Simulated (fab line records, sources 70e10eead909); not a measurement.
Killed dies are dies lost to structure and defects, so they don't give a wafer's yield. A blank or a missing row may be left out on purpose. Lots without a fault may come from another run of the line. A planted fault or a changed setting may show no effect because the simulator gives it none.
fab line records | flow nand_harc
record lots=5 wafers=15 last_day=26
route steps=1159 shown A_BLC@992 A_M0@994 END@1159
lots that met no fault: from a run of the same line without faults
start_h: hours from the record's first day to the start of the lot's first wafer shown | wait_h: hours since the lot's step before | " the same as in the row above | L1.1+2: a row that stands for several wafers | - no value, or no start given | * or withheld: withheld | < > ~ a bound
route shown NAME@n: a module of which the file shows steps, and the number in the route of the first | usual: mean/standard deviation of fault-free wafers | same: alike in all rows | chamber/n: place in a boat | sites: the reading at each site | _std_site: their standard deviation | _edge_site: outer sites' mean less inner sites' | radius_mm: how far each site lies from the wafer's centre | mask NAME#n: copy n | behind: the tool/chamber that last shaped the wafer | hold: why the lot was held/for how many hours/how that ended | device: the transistor (n, p or np) that didn't switch | end of line: the same wafers' tests at the end of the route | a step without rows: its recipe alone | killed: dies lost to structure and defects at the first sort, not the wafer's yield | map: a wafer's dies, x killed, . not, _ none there
set.NAME: the setting as run; set.NAME@STEP: as run at that earlier step | model.NAME: the simulator's own value behind a step, which no gauge read
lots at some steps of the route; a table a step, a row a wafer
services: from which hour (start_h, from the record's first day; less than 0 if before it) a tool's chamber was out of use, for how many hours, and why
## steps
# step NHARC_A_BLC_SRD_27
# step NHARC_A_BLC_INSPECT_28
# usual raw_defect_count=416/98
# columns lot.wafer tool chamber start_h wait_h raw_defect_count
L617.1 defect_inspect-01 - 433.77 0.1 434
L617.4 " - " " 417
L617.5 " - " " 519
L619.2 defect_inspect-02 - 440.86 0.1 281
L619.3 " - " " 486
L619.5 " - " " 483
L633.2 defect_inspect-01 - 560.31 0.1 523
L633.5 " - " " 487
L633.6 " - " " 692
L636.2 defect_inspect-02 - 568.72 0.1 266
L636.3 " - " " 371
L636.4 " - " " 403
L635.3 defect_inspect-02 - 569.17 0.1 533
L635.4 " - " " 369
L635.6 " - " " 445
# step NHARC_A_M0_DEP_00
# recipe target_thk_a=1500 target_thk_nm=150 temp_c=withheld pressure_torr=5 flow_sccm=200 rf_w=600 material=SiOC
# step NHARC_A_M0_DEHYDRATE_01
# recipe temp_c=150 time_s=120
# step NHARC_A_M0_HMDS_02
# recipe time_s=30
# step NHARC_A_M0_COAT_33
# recipe temp_c=200 time_s=65
# step NHARC_A_M0_COAT_03
# recipe spin_rpm=1500 resist_thk_nm=90
# step NHARC_A_M0_SOFTBAKE_04
# recipe temp_c=105 time_s=55
# step NHARC_A_M0_EBR_05
# step NHARC_A_M0_EXPOSE_06
# recipe na=1.35 target_cd_nm=80 dose_mj=83.25 mask_id=A_M0
# step NHARC_A_M0_PEB_07
# recipe peb_temp_c=100 peb_time_s=65
# step NHARC_A_M0_DEVELOP_08
# recipe develop_time_s=35 dev_temp_c=23
# usual chill_plate_temp_C=22.98/0.091 developer_temp_C=22.98/0.098
# columns lot.wafer tool chamber start_h wait_h chill_plate_temp_C developer_temp_C
L617.1 litho_track-04 0 434 - 22.94 22.89
L617.4 " 0 " " 22.88 23.00
L617.5 " 0 " " 22.91 23.15
L619.2 litho_track-04 0 441 - 22.94 23.02
L619.3 " 0 " " 23.09 23.03
L619.5 " 0 " " 22.91 22.93
L633.2 litho_track-06 0 561 - 22.78 23.06
L633.5 " 0 " " 22.81 23.00
L633.6 " 0 " " 22.93 23.03
L636.2 litho_track-06 0 569 - 22.95 22.93
L636.3 " 0 " " 23.07 23.01
L636.4 " 0 " " 23.01 22.99
L635.3 litho_track-06 0 570 - 22.86 23.07
L635.4 " 0 " " 22.98 22.99
L635.6 " 0 " " 22.91 23.05
# step NHARC_A_M0_CD_MEAS_09
# recipe target_cd_nm=80 landing_energy_ev=500
# usual cd_nm=79.9/0.51
# columns lot.wafer tool chamber start_h wait_h cd_nm
L617.1 cd_sem-01 0 434.81 - 79.9
L617.4 " 0 " " 79.7
L617.5 " 0 " " 79.8
L619.2 cd_sem-02 0 441.77 - 79.3
L619.3 " 0 " " 82.2
L619.5 " 0 " " 79.3
L633.2 cd_sem-01 0 561.38 - 79.3
L633.5 " 0 " " 79.6
L633.6 " 0 " " 79.1
L636.2 cd_sem-01 0 569.88 - 79.9
L636.3 " 0 " " 79.5
L636.4 " 0 " " 80.0
L635.3 cd_sem-03 0 570.31 - 79.0
L635.4 " 0 " " 79.2
L635.6 " 0 " " 79.6
# step NHARC_A_M0_OVL_MEAS_10
# recipe pitch_nm=160
# usual overlay_x_nm=-0.3/0.87 overlay_y_nm=-0.1/0.78
# columns lot.wafer tool chamber start_h wait_h overlay_x_nm overlay_y_nm
L617.1 overlay-02 - 434.90 - 0.5 0.0
L617.4 " - " " 0.8 1.0
L617.5 " - " " 0.7 0.8
L619.2 overlay-01 - 441.85 - 0.0 -0.4
L619.3 " - " " -0.6 -0.4
L619.5 " - " " 0.0 0.1
L633.2 overlay-01 - 561.47 - 0.0 0.3
L633.5 " - " " 1.0 0.0
L633.6 " - " " 0.2 0.4
L636.2 overlay-02 - 569.97 - 0.3 -0.9
L636.3 " - " " 0.4 -0.7
L636.4 " - " " 0.2 -0.5
L635.3 overlay-01 - 570.39 - -0.8 0.3
L635.4 " - " " 0.1 0.2
L635.6 " - " " 0.0 0.5
# step NHARC_A_M0_INSPECT_11
# usual raw_defect_count=31/14
# columns lot.wafer tool chamber start_h wait_h raw_defect_count
L617.1 defect_inspect-01 - 434.95 0.1 62
L617.4 " - " " 36
L617.5 " - " " 49
L619.2 defect_inspect-02 - 441.89 0.0 14
L619.3 " - " " 10
L619.5 " - " " 20
L633.2 defect_inspect-02 - 561.50 0.0 43
L633.5 " - " " 56
L633.6 " - " " 52
L636.2 defect_inspect-02 - 570.01 0.0 17
L636.3 " - " " 16
L636.4 " - " " 22
L635.3 defect_inspect-02 - 570.43 0.0 55
L635.4 " - " " 73
L635.6 " - " " 69
# step NHARC_A_M0_DESCUM_14
# recipe time_s=3 o2_flow_sccm=200 ar_flow_sccm=0 bias_power_w=0 chemistry=O2
# usual drypump_motor_current_A=5.6/0.46 oes_product_au=1.000/0.0064 rf_vpp_V=57.9/0.88 showerhead_plenum_p_Torr=1.91/0.075 throttle_valve_pct=11.312/0.0097
# same bias_power_w=0
# columns lot.wafer tool chamber start_h wait_h drypump_motor_current_A oes_product_au rf_hours_counter_h rf_vpp_V showerhead_plenum_p_Torr throttle_valve_pct model.A_M0.cd_nm
L617.1 rie_diel-05 0 435.01 0.1 5.1 1.002 5 58.1 1.89 11.305 79.72
L617.4 " 2 " " 5.1 1.003 4 58.0 1.81 11.321 79.68
L617.5 " 0 " " 5.1 1.007 - 55.2 1.89 11.314 79.37
L619.2 rie_diel-02 1 441.95 0.1 5.5 1.010 6 56.1 2.05 11.320 79.78
L619.3 " 3 " " 5.5 1.000 7 58.5 1.87 11.300 82.7
L619.5 " 2 " " 5.9 0.997 - 59.3 2.06 11.315 80.26
L633.2 rie_diel-02 2 561.58 0.1 5.8 0.983 2 58.2 2.06 11.321 79.15
L633.6 " 0 " " 6.0 1.000 - 56.9 1.87 11.326 78.7
L633.5 " 1 " " 5.5 1.004 - 59.0 2.04 11.308 79.16
L636.2 rie_diel-05 2 570.08 0.1 5.1 1.004 3 57.5 1.81 11.334 80.68
L636.4 " 3 " " 5.2 1.009 2 57.0 1.93 11.304 80.12
L636.3 " 0 " " 5.1 1.010 2 58.4 1.89 11.300 79.95
L635.3 rie_diel-02 1 570.49 0.1 5.5 1.002 2 58.7 2.04 11.309 78.87
L635.4 " 0 " " 6.0 1.009 2 59.1 1.87 11.324 79
L635.6 " 2 " " 5.8 0.999 - 59.1 2.05 11.300 79.57
# step NHARC_A_M0_ETCH_34
# recipe target_depth_a=400 overetch_a=120 time_s=43.94 ion_energy_ev=200 n2_flow_sccm=150 h2_flow_sccm=150 ar_flow_sccm=0 rf_w=400 bias_w=150 chemistry=N2/H2
# usual drypump_motor_current_A=5.6/0.47 oes_product_au=1.000/0.0063 rf_fwd_power_W=394.8/2.1 rf_vpp_V=430.4/2.3 showerhead_plenum_p_Torr=2.04/0.082 throttle_valve_pct=14.171/0.011
# columns lot.wafer tool chamber start_h wait_h drypump_motor_current_A oes_product_au rf_fwd_power_W rf_hours_counter_h rf_vpp_V showerhead_plenum_p_Torr throttle_valve_pct
L617.1 rie_diel-05 2 435.11 0.1 5.1 1.006 396.3 4 427.7 1.93 14.159
L617.4 " 3 " " 5.2 1.005 395.1 5 431.0 2.06 14.183
L617.5 " 2 " " 5.1 0.999 394.5 - 429.3 1.93 14.181
L619.2 rie_diel-02 1 442.04 0.1 5.5 0.995 394.4 6 434.9 2.19 14.184
L619.3 " 0 " " 6.0 0.990 397.3 6 427.4 1.99 14.181
L619.5 " 1 " " 5.5 0.994 395.1 - 435.8 2.19 14.153
L633.2 rie_diel-02 1 561.66 0.1 5.5 1.003 395.8 2 434.6 2.18 14.165
L633.5 " 0 " " 6.0 1.007 394.6 - 427.9 1.99 14.169
L633.6 " 1 " " 5.5 1.007 397.1 - 434.9 2.18 14.171
L636.4 rie_diel-05 1 570.15 0.1 6.2 1.002 393.4 3 430.2 2.01 14.167
L636.3 " 3 " " 5.2 1.013 397.3 2 431.0 2.06 14.183
L636.2 " 0 " " 5.1 0.999 398.0 2 429.4 2.01 14.166
L635.4 rie_diel-02 2 570.58 0.1 5.8 1.000 389.2 2 434.3 2.19 14.153
L635.3 " 3 " " 5.5 1.000 396.9 2 429.1 1.99 14.174
L635.6 " 1 " " 5.5 1.007 394.5 - 434.5 2.18 14.169
# step NHARC_A_M0_ETCH_15
# recipe target_depth_a=1500 overetch_a=150 time_s=82.5 c4f8_flow_sccm=withheld ar_flow_sccm=400 rf_w=600 bias_w=300 chemistry=C4F8/Ar
# usual oes_product_au=0.962/0.019 rf_fwd_power_W=594.9/2.4 rf_vpp_V=440.8/2.4
# columns lot.wafer tool chamber start_h wait_h oes_product_au rf_fwd_power_W rf_hours_counter_h rf_vpp_V model.A_M0.cd_nm
L617.1 rie_diel-05 1 - - 0.955 594.6 4 441.2 79.44
L617.4 " 3 " " 0.977 597.3 5 442.7 79.76
L617.5 " 1 " " 0.954 593.9 - 440.0 79.37
L619.2 rie_diel-02 2 - - 0.922 591.9 6 445.7 80.03
L619.3 " 0 " " 0.934 593.5 6 439.6 82.64
L619.5 " 2 " " 0.922 590.2 - 445.6 80.42
L633.2 rie_diel-02 2 - - 0.980 590.2 2 445.4 78.98
L633.6 " 1 " " 0.965 594.6 - 444.7 78.53
L633.5 " 2 " " 0.978 591.2 - 445.7 79.07
L636.2 rie_diel-05 3 - - 0.986 596.0 2 442.7 81
L636.4 " 1 " " 0.972 597.7 3 440.6 80.26
L636.3 " 2 " " 0.966 595.7 3 437.8 80.3
L635.4 rie_diel-02 2 - - 0.956 592.2 2 444.9 78.8
L635.3 " 3 " " 0.969 598.3 2 441.1 78.65
L635.6 " 3 " " 0.973 595.9 - 439.5 79.61
# step NHARC_A_M0_CD_MEAS_16
# usual cd_nm=79.7/0.67
# columns lot.wafer tool chamber start_h wait_h cd_nm
L617.1 cd_sem-03 - 435.33 - 79.6
L617.4 " - " " 79.6
L617.5 " - " " 79.3
L619.2 cd_sem-01 - 442.25 - 80.1
L619.3 " - " " 83.1
L619.5 " - " " 80.1
L633.2 cd_sem-02 - 561.88 - 79.0
L633.5 " - " " 78.9
L633.6 " - " " 78.6
L636.2 cd_sem-01 - 570.37 - 80.9
L636.3 " - " " 80.3
L636.4 " - " " 80.4
L635.3 cd_sem-01 - 570.79 - 78.8
L635.4 " - " " 78.7
L635.6 " - " " 79.7
# step NHARC_A_M0_STRIP_18
# recipe power_w=1000 n2_flow_sccm=150 h2_flow_sccm=150 ar_flow_sccm=0 bias_w=0 chemistry=N2/H2
# usual drypump_motor_current_A=5.8/0.47 oes_product_au=0.998/0.0068 power_w=1000.0/2.7 rf_fwd_power_W=996/3.3 rf_vpp_V=90.8/1.1 showerhead_plenum_p_Torr=2.05/0.084 throttle_valve_pct=14.171/0.0088
# columns lot.wafer tool chamber start_h wait_h drypump_motor_current_A oes_product_au power_w rf_fwd_power_W rf_hours_counter_h rf_vpp_V showerhead_plenum_p_Torr throttle_valve_pct
L617.4 rie_diel-02 3 435.45 0.1 5.5 0.991 998.4 1001 6 91.4 2.00 14.171
L617.1 " 0 " " 6.0 0.989 1003.5 998 6 90.8 1.99 14.163
L617.5 " 2 " " 5.8 0.986 1001.8 996 - 92.2 2.20 14.179
L619.2 rie_diel-05 0 442.33 0.1 5.1 0.995 998.6 1000 5 89.7 2.01 14.168
L619.3 " 3 " " 5.2 0.994 1001.8 996 5 90.7 2.06 14.156
L619.5 " 1 " " 6.2 0.994 997.8 995 - 90.8 2.02 14.170
L633.2 rie_diel-02 3 561.95 0.1 5.5 0.996 1002.3 998 2 90.4 1.99 14.179
L633.5 " 3 " " 5.5 0.985 998.0 996 - 87.4 1.99 14.162
L633.6 " 0 " " 6.0 1.005 999.9 997 - 89.4 1.99 14.161
L636.3 rie_diel-05 0 570.44 0.1 5.1 1.008 1001.4 994 2 89.9 2.01 14.169
L636.4 " 1 " " 6.2 0.994 1000.4 999 3 91.6 2.01 14.173
L636.2 " 3 " " 5.2 1.006 996.0 998 3 90.7 2.05 14.161
L635.3 rie_diel-10 0 570.89 0.1 6.1 0.999 1001.3 991 3 92.3 2.12 14.163
L635.4 " 1 " " 5.3 1.007 999.2 995 3 91.4 2.05 14.171
L635.6 " 3 " " 6.5 0.991 998.1 995 - 88.5 1.95 14.169
# step NHARC_END_SORT_01
# recipe temp_c=25
# usual defect_limited_yield=95.4/1.6 killed_at_array=28/11 killed_at_other=0.9/1.2 killed_at_periphery=2.6/2.1 killed_dies=31/11 killed_open=3.1/1.7 killed_short=1.9/1.3 sort_bin_2_pct=1.5/0.64 sort_bin_3_pct=0.26/0.21 sort_bin_4_pct=2.9/1.1 sort_n_pass=646/11 sort_rim_yield_pct=96.4/2.3 sort_yield_pct=95.4/1.6
# same gross_dies=677 sort_bin_5_pct[%]=0 sort_bin_6_pct[%]=0 sort_bin_7_pct[%]=0 sort_bin_8_pct[%]=0 sort_rim_n_gross=106.00
# columns lot.wafer tool chamber start_h wait_h defect_limited_yield[%] killed_at_array killed_at_other killed_at_periphery killed_dies killed_open killed_short sort_bin_2_pct[%] sort_bin_3_pct[%] sort_bin_4_pct[%] sort_n_pass sort_rim_yield_pct[%] sort_yield_pct[%]
L617.1 prober-01 0 491.82 2.5 93.5 40 2 2 44 2 2 1.8 0.15 4.6 633 94.3 93.5
L617.4 prober-01 0 494.29 3.5 93.9 36 3 2 41 4 1 1.9 0 4.1 636 95.3 93.9
L617.5 prober-01 0 495.11 3.8 94.1 35 2 3 40 2 1 2.2 0.44 3.2 637 93.4 94.1
L633.6 prober-02 0 610.09 4.0 94.1 39 0 1 40 3 3 1.8 0.15 4.0 637 98.1 94.1
# killed by level:class
L617.1 A_CHANNEL_HOLE_D1:chamber_film_flake=14 A_STAIRCASE:chamber_film_flake=7 A_SLIT:chamber_film_flake=5 A_CHANNEL_FILL_D1:chamber_film_flake=5 A_CONTACT:chamber_film_flake=3 A_BLC:chamber_film_flake=3 THIN_TSV:chamber_film_flake=2 P_GATE:geometric_particle:short=1
L617.4 A_CHANNEL_HOLE_D1:chamber_film_flake=14 A_STAIRCASE:chamber_film_flake=9 A_SLIT:chamber_film_flake=5 THIN_TSV:chamber_film_flake=3 A_CHANNEL_FILL_D1:chamber_film_flake=2 A_CONTACT:chamber_film_flake=2 P_GATE:geometric_particle:open=1 A_CHANNEL_HOLE_D1:geometric_particle:short=1
L617.5 A_CHANNEL_HOLE_D1:chamber_film_flake=15 A_STAIRCASE:chamber_film_flake=7 A_SLIT:chamber_film_flake=4 P_ZERO_WELL:chamber_film_flake=2 A_CHANNEL_FILL_D1:chamber_film_flake=2 A_CONTACT:chamber_film_flake=2 THIN_TSV:chamber_film_flake=2 A_CHANNEL_HOLE_D1:geometric_particle:open=1
L633.6 A_CHANNEL_HOLE_D1:chamber_film_flake=18 A_SLIT:chamber_film_flake=12 A_CHANNEL_FILL_D1:geometric_particle:short=3 A_CONTACT:chamber_film_flake=2 A_ONON_D1:geometric_particle:open=1 A_CONTACT:geometric_particle:open=1 A_M0:geometric_particle:open=1 P_M2:chamber_film_flake=1
## services
# columns tool chamber start_h hours kind
rie_diel-02 0 434.70 - clean
rie_diel-02 1 434.70 - clean
rie_diel-02 2 434.70 - clean
rie_diel-02 3 434.70 - clean
rie_diel-02 0 459.20 - clean
rie_diel-02 1 459.20 - clean
rie_diel-02 2 459.20 - clean
rie_diel-02 3 459.20 - clean
rie_diel-10 3 462.85 1.3 repair
litho_track-06 - 467.00 7.0 pm
rie_diel-02 0 483.70 - clean
rie_diel-02 1 483.70 - clean
rie_diel-02 2 483.70 - clean
rie_diel-02 3 483.70 - clean
litho_track-04 - 491.00 7.0 pm
rie_diel-02 2 491.92 5.7 repair
rie_diel-02 - 504.70 9.0 pm
rie_diel-02 0 504.70 9.0 vent_cycle
rie_diel-02 1 504.70 9.0 vent_cycle
rie_diel-05 - 517.60 9.0 pm
rie_diel-02 - 518.45 0.2 repair
rie_diel-10 - 530.50 9.0 pm
rie_diel-02 3 537.37 5.0 repair
rie_diel-05 - 556.65 0.5 repair
## key
first_sign step=NHARC_A_M0_CD_MEAS_09 reading=cd_nm direction=up sigmas=4.5 usual=79.9 struck=82.2
effect step=NHARC_A_M0_CD_MEAS_16 reading=cd_nm direction=up sigmas=5.1 usual=79.7 struck=83.1
model_effect step=NHARC_A_M0_DESCUM_14 value=A_M0.cd_nm without=80.69 struck=82.7
model_effect step=NHARC_A_M0_ETCH_15 value=A_M0.cd_nm without=80.62 struck=82.64
met_at NHARC_A_M0_DEVELOP_08
struck_wafers L619.3
onset_between 434 441
fault kind=process_parameter_drift tool=litho_track-04 chamber=- onset_h=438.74 steps=NHARC_A_M0_DEVELOP_08 channel=develop_time_s offset=* shape=step end_h=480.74 scope=struck_wafers_only acts_in=* stated=*
